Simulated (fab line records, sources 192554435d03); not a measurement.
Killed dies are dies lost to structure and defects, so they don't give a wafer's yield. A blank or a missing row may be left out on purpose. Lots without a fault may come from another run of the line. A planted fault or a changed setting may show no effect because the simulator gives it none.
Split-lot experiment | flow n5_finfet | 7 lots, 21 wafers read, on a route of 1938 steps

THE SPLIT
At N5_BEOL_M9_ETCH_62 (etches SOC in N2/H2, target depth 110 nm, overetch 22 nm, time 165 s), the setting source_w was moved away from the recipe's 840 W on 8 of the 21 wafers read, by -17.5% to +15.6%. The other wafers ran this setting at the recipe's value.

The reading is taken at the split's own step.

THE READING
rf_vpp_V, in V, at N5_BEOL_M9_ETCH_62 (etches SOC in N2/H2, target depth 110 nm, overetch 22 nm, time 165 s). Fault-free wafers of this fab line usually give 523.4 V, standard deviation 2.2 V.

wafer  | tool, chamber at the split | source_w as run, W | against the recipe | rf_vpp_V, V | against lot-mates on the recipe
L074.2 | rie_diel-04, 3             | 714.3              | -15.0%             | 556.2       | +34.5
L074.3 | rie_diel-04, 1             | 840                | recipe             | 521.7       | -
L074.5 | rie_diel-04, 1             | 714.3              | -15.0%             | 551.7       | +30.0
L078.2 | rie_diel-03, 3             | 840                | recipe             | 524.5       | -
L078.4 | rie_diel-03, 3             | 840                | recipe             | 521.8       | -
L078.5 | rie_diel-03, 1             | 840                | recipe             | 526.9       | -
L082.1 | rie_diel-03, 1             | 971.3              | +15.6%             | 502.9       | -22.6
L082.3 | rie_diel-03, 2             | 840                | recipe             | 525.5       | -
L082.5 | rie_diel-03, 2             | 971.3              | +15.6%             | 500.5       | -25.0
L088.3 | rie_diel-06, 0             | 840                | recipe             | 524.5       | -
L088.4 | rie_diel-06, 3             | 840                | recipe             | 529.1       | -
L088.6 | rie_diel-06, 3             | 693.1              | -17.5%             | 562.6       | +35.8
L094.1 | rie_diel-03, 3             | 840                | recipe             | 522.6       | -
L094.5 | rie_diel-03, 2             | 840                | recipe             | 525.1       | -
L094.6 | rie_diel-03, 3             | 730.8              | -13.0%             | 546.8       | +22.9
L095.1 | rie_diel-04, 3             | 840                | recipe             | 527.7       | -
L095.2 | rie_diel-04, 1             | 723.5              | -13.9%             | 547.3       | +19.6
L095.4 | rie_diel-04, 0             | 723.5              | -13.9%             | 549.2       | +21.5
L096.4 | rie_diel-06, 1             | 840                | recipe             | 521.8       | -
L096.5 | rie_diel-06, 2             | 840                | recipe             | 521.6       | -
L096.6 | rie_diel-06, 1             | 840                | recipe             | 523.2       | -

THE FIT
A straight line over all 21 wafers: rf_vpp_V changes by -1.76 V for each +1% of source_w; r = -0.98; the points scatter about the line by 3.2 V.
The same after taking each lot's own level away (the mean of its wafers on the recipe; 21 wafers): -1.76 V for each +1%; r = -0.98; scatter 3.1 V.
On that fit, the largest move of source_w shifts the reading by 31 V.
The lots' own levels span 521.70 to 527.70 V, that is 2.7 times the standard deviation above.
So the lot-to-lot level changes the slope little: the two slopes agree.
Check: with one of the wafers moved furthest among these (-17.5%) left out of the fit, the line predicts +30.6 V for it against its lot-mates. It came out at +35.8 V against them.
Tool readings at the split's step, against how far the setting was moved: rf_vpp_V r = -0.98.

OTHER SPLITS ON THESE WAFERS
These wafers also went through other splits before the reading. Each is held against what the fit with the lots' levels taken away leaves over:
other split on the same wafers | wafers away from the commonest value | r with rf_vpp_V (lot level and that fit taken away)
N5_BEOL_M8_PECVD_70 temp_c     | 6                                    | +0.17
N5_BEOL_M8_COAT_59 spin_rpm    | 10                                   | -0.18
N5_BEOL_M9_COAT_05 spin_rpm    | 7                                    | -0.15

THE FILE'S OWN FIT
rf_vpp_V changes by -1.82 V for each +1% of source_w, r = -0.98.
